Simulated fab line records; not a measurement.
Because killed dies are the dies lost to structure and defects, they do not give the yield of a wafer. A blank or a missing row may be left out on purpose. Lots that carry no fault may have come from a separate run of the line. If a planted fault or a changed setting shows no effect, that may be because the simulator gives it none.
Matching of chambers :: flow n5Finfet :: rieDiel-04 running N5_FIN_SAQP_ETCH_67: 4 sister chambers
The step etches SiNx in CH3F/O2, target depth 30 nm. 7 wafers are shown with their chamber, then 8 later ones without.

== EACH WAFER AND ITS CHAMBER ==
wafer: L074.2
chamber: 2
drypumpMotorCurrentA (A): 5.8
throttleValvePct (%): 16.51

wafer: L078.5
chamber: 2
drypumpMotorCurrentA (A): 5.8
throttleValvePct (%): 16.53

wafer: L080.4
chamber: 1
drypumpMotorCurrentA (A): 6.1
throttleValvePct (%): 16.00

wafer: L082.1
chamber: 0
drypumpMotorCurrentA (A): 5.5
throttleValvePct (%): 16.26

wafer: L082.3
chamber: 3
drypumpMotorCurrentA (A): 5.6
throttleValvePct (%): 16.48

wafer: L082.6
chamber: 0
drypumpMotorCurrentA (A): 5.5
throttleValvePct (%): 16.27

wafer: L088.2
chamber: 3
drypumpMotorCurrentA (A): 5.7
throttleValvePct (%): 16.50

== WAFERS WITH NO CHAMBER GIVEN ==
wafer: L088.5
drypumpMotorCurrentA (A): 5.5
throttleValvePct (%): 16.30

wafer: L088.6
drypumpMotorCurrentA (A): 6.1
throttleValvePct (%): 16.03

wafer: L093.1
drypumpMotorCurrentA (A): 5.9
throttleValvePct (%): 16.61

wafer: L093.3
drypumpMotorCurrentA (A): 6.1
throttleValvePct (%): 16.04

wafer: L093.5
drypumpMotorCurrentA (A): 5.6
throttleValvePct (%): 16.53

wafer: L096.2
drypumpMotorCurrentA (A): 6.1
throttleValvePct (%): 16.05

wafer: L096.4
drypumpMotorCurrentA (A): 5.6
throttleValvePct (%): 16.53

wafer: L096.6
drypumpMotorCurrentA (A): 5.5
throttleValvePct (%): 16.30

== CHAMBER TAKEN BY EACH ==
wafer: L088.5
from the rows above: 0
in truth: 0

wafer: L088.6
from the rows above: 1
in truth: 1

wafer: L093.1
from the rows above: 2
in truth: 2

wafer: L093.3
from the rows above: 1
in truth: 1

wafer: L093.5
from the rows above: can't be placed: 3 or 2
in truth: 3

wafer: L096.2
from the rows above: 1
in truth: 1

wafer: L096.4
from the rows above: can't be placed: 3 or 2
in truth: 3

wafer: L096.6
from the rows above: 0
in truth: 0
6 of 8 placed correctly. Can't be placed from these rows: 2 (the true chamber is among the candidates in 2). Number placed wrongly: 0.
How it was worked out, from the rows above alone: a wafer's distance from a chamber is the root of the sum, over the readings, of the square of ((its reading less the chamber's mean) divided by the reading's scatter). If the next closest chamber is less than 2 further off than the closest, the wafer can't be placed; otherwise it belongs to the closest. For every chamber, the mean is computed from those of its wafers that are shown. The scatter: take each reading less its chamber's mean, square it, sum over the shown wafers, divide by the number of wafers less the number of chambers, and take the root.
